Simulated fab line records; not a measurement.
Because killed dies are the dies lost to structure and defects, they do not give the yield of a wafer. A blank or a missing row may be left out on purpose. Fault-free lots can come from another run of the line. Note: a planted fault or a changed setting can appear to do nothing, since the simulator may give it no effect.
A lot that was struck, set against a sound lot / flow nand-harc / 13 out of 1302 route steps
Sound: the wafers L202.3, L202.4, L202.5. Wafers L212.1, L212.3, L212.6 were the ones struck. The cause is named last.
Order at every step that has rows: each side's tool, ch and its chambers, its first start. Under that, the readings that differ: sound wafers / struck wafers / difference of the means / sigmas: that difference in standard deviations of wafers without a fault.
alike: readings whose means differ by less than 2 such deviations, and words and numbers that are the same on both sides. not compared: withheld readings, readings that some wafer has no value for, bounds like >300 that may hide the same value, and numbers for which the record gives no deviation and whose values overlap.
The two part at a step that has a row with sigmas, a row that says differs or no value, or rows on one side only. Numbers that don't overlap but have no deviation are shown without sigmas and don't part them. A reading that every wafer of one side lacks parts them only if that side has two wafers or more.

first, 1 step without rows for these wafers: NHARC_A_SLIT_SRD_20.
NHARC_A_SLIT_CD_MEAS_21:
  sound on cd-sem-01 at day 23 00:16; struck on cd-sem-03 at day 26 13:19
  alike: cd-nm
then, 3 steps without rows for these wafers: NHARC_A_SIN_REMOVE_WET_00 (chemistry H3PO4, time 15300 s); NHARC_A_SIN_REMOVE_PRECLEAN_01 (cleans in SC1); NHARC_A_SIN_REMOVE_SRD_02.
NHARC_A_SIN_REMOVE_INSPECT_04:
  sound on defect-inspect-01 at day 23 06:20; struck on defect-inspect-02 at day 26 19:56
  alike: raw-defect-count
NHARC_A_WL_FILL_ALD_00: deposits Al2O3, target thk 3 nm, pulse time 3 s, ald cycles 30.
  sound on ald-hk-04 ch 0,1,3, day 23 06:28; struck on ald-hk-01 ch 0,1,2, day 26 20:04
  alike: heater-power-w, precursor-pulse-height-rel
NHARC_A_WL_FILL_RTA_01: time 5 s.
  sound on rtp-anneal-01 ch 0, day 23 06:44; struck on rtp-anneal-01 ch 0, day 26 20:20
  alike: lamp-power-pct, wafer_temp_C_max
NHARC_A_WL_FILL_ALD_02: deposits TiN, target thk 2 nm, pulse time 3 s, ald cycles 100.
  sound on ald-metal-03 ch 0,3, day 23 06:59; struck on ald-metal-01 ch 1,3, day 26 20:33
  alike: heater-power-w, precursor-pulse-height-rel
NHARC_A_WL_FILL_CVD_03: deposits W, target thk 40 nm, time 279 s.
  sound on cvd-w-01 ch 0,1, day 23 07:30; struck on cvd-w-02 ch 0,1, day 26 21:04
  alike: heater-power-w, throttle-valve-pct
NHARC_A_WL_FILL_ETCHBACK_04: etches the open film in NF3, target depth 60 nm, time 120 s.
  sound on rie-metal-02 ch 0,1, day 23 07:50; struck on rie-metal-03 ch 0, day 26 21:26
  no value came back on the struck wafers for chamber-pressure-mTorr (mTorr), drypump-motor-current-A (A), oes-product-au (a.u.); on the sound wafers chamber-pressure-mTorr (mTorr) reads 300.17 300.13 300.53
  not compared: rf-hours-counter-h
NHARC_A_WL_FILL_ETCHBACK_05: etches the open film in Cl2/BCl3, target depth 22 nm, time 60 s.
  sound on rie-metal-02 ch 0,1, day 23 08:02; struck on rie-metal-03 ch 0,1, day 26 21:42
  alike: chamber-pressure-mTorr, drypump-motor-current-A, oes-product-au, temp-c
  not compared: rf-hours-counter-h
-- record jumps: 4 days between struck wafers' starts before vs after; left off in module A_WL_FILL, resumes in module END, first step shown is number 1302 of the route --
NHARC_END_SORT_01:
  at this point the record logs the struck wafers (prober-02 ch 0, day 30 19:25) and has no rows for the sound ones

== WHERE THEY PART ==
Last at NHARC_END_SORT_01 as far as this record goes, first at NHARC_A_WL_FILL_ETCHBACK_04.

WHY: what had been put in by the simulator
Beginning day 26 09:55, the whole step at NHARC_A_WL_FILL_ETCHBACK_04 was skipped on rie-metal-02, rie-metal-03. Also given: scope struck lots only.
